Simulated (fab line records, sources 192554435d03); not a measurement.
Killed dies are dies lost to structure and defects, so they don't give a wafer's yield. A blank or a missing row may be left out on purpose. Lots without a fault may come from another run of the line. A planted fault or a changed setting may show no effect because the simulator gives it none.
Split-lot experiment | flow n5_finfet | 7 lots, 21 wafers read, on a route of 1938 steps

THE SPLIT
At N5_BEOL_M9_COAT_60 (time 60 s, resist thk 30 nm), the setting spin_rpm was moved away from the recipe's 1500 rpm on 3 of the 21 wafers read, by -7.3% to -5.3%. The other wafers ran this setting at the recipe's value.

FROM THE SPLIT TO THE READING: what the file shows between them, 4 steps
- N5_BEOL_M9_COAT_05: resist thk 90 nm
- N5_BEOL_M9_EBR_07
- N5_BEOL_M9_DESCUM_16: chemistry O2, time 7.9 s
- N5_BEOL_M9_ETCH_61: etches SiARC in CF4, target depth 39 nm, time 65 s

THE READING
SiARC_of_BEOL_M9_COAT_60.thk_nm (the simulator's own value, which no gauge read), in nm, at N5_BEOL_M9_ETCH_62 (etches SOC in N2/H2, target depth 110 nm, overetch 22 nm, time 165 s). The file gives no usual value for it. The 18 wafers here that ran the recipe average 23.5 nm, standard deviation 0.15 nm.

wafer  | tool, chamber at the split | spin_rpm as run, rpm | against the recipe | SiARC_of_BEOL_M9_COAT_60.thk_nm, nm | against lot-mates on the recipe
L074.2 | litho_track-04, 0          | 1391                 | -7.3%              | 24.6                                | +1.0
L074.6 | litho_track-04, 0          | 1391                 | -7.3%              | 24.6                                | +1.0
L074.3 | litho_track-04, 0          | 1500                 | recipe             | 23.6                                | -
L078.4 | litho_track-04, 0          | 1500                 | recipe             | 23.6                                | -
L078.6 | litho_track-04, 0          | 1500                 | recipe             | 23.6                                | -
L078.5 | litho_track-04, 0          | 1500                 | recipe             | 23.4                                | -
L080.1 | litho_track-04, 0          | 1500                 | recipe             | 23.6                                | -
L080.5 | litho_track-04, 0          | 1500                 | recipe             | 23.6                                | -
L080.6 | litho_track-04, 0          | 1500                 | recipe             | 23.6                                | -
L081.3 | litho_track-01, 0          | 1500                 | recipe             | 23.4                                | -
L081.4 | litho_track-01, 0          | 1500                 | recipe             | 23.4                                | -
L081.5 | litho_track-01, 0          | 1420                 | -5.3%              | 24.4                                | +1.0
L089.2 | litho_track-04, 0          | 1500                 | recipe             | 23.6                                | -
L089.4 | litho_track-04, 0          | 1500                 | recipe             | 23.4                                | -
L089.5 | litho_track-04, 0          | 1500                 | recipe             | 23.4                                | -
L092.1 | litho_track-04, 0          | 1500                 | recipe             | 23.2                                | -
L092.3 | litho_track-04, 0          | 1500                 | recipe             | 23.6                                | -
L092.5 | litho_track-04, 0          | 1500                 | recipe             | 23.6                                | -
L095.1 | litho_track-02, 0          | 1500                 | recipe             | 23.2                                | -
L095.2 | litho_track-02, 0          | 1500                 | recipe             | 23.2                                | -
L095.3 | litho_track-02, 0          | 1500                 | recipe             | 23.4                                | -

THE FIT
A straight line over all 21 wafers: SiARC_of_BEOL_M9_COAT_60.thk_nm changes by -0.16 nm for each +1% of spin_rpm; r = -0.94; the points scatter about the line by 0.15 nm.
The same after taking each lot's own level away (the mean of its wafers on the recipe; 21 wafers): -0.148 nm for each +1%; r = -0.96; scatter 0.11 nm.
On that fit, the largest move of spin_rpm shifts the reading by 1.1 nm.
The lots' own levels span 23.27 to 23.60 nm, that is 2.2 times the standard deviation above.
So the lot-to-lot level changes the slope little: the two slopes agree.
Check: with one of the wafers moved furthest among these (-7.3%) left out of the fit, the line predicts +1.13 nm for it against its lot-mates. It came out at +1 nm against them.

THE WHOLE CHAIN: every reading that the file lists as answering this split, in the file's order
step               | what it does                                                         | reading                                                                            | change (the file's fit)               | r (the file's)
N5_BEOL_M9_COAT_60 | time 60 s, resist thk 30 nm                                          | SiARC_of_BEOL_M9_COAT_60.thk_nm (the simulator's own value, which no gauge read)   | -0.173 nm for each +1% of the setting | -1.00
N5_BEOL_M9_ETCH_61 | etches SiARC in CF4, target depth 39 nm, time 65 s                   | etch.depth_nm (the simulator's own value, which no gauge read)                     | -0.152 nm for each +1% of the setting | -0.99
N5_BEOL_M9_ETCH_61 | etches SiARC in CF4, target depth 39 nm, time 65 s                   | CAR-ArF_of_BEOL_M9_COAT_05.thk_nm (the simulator's own value, which no gauge read) | +0.111 nm for each +1% of the setting | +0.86
N5_BEOL_M9_ETCH_62 | etches SOC in N2/H2, target depth 110 nm, overetch 22 nm, time 165 s | SiARC_of_BEOL_M9_COAT_60.thk_nm (the simulator's own value, which no gauge read)   | -0.155 nm for each +1% of the setting | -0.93

THE FILE'S OWN FIT
SiARC_of_BEOL_M9_COAT_60.thk_nm changes by -0.155 nm for each +1% of spin_rpm, r = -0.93.
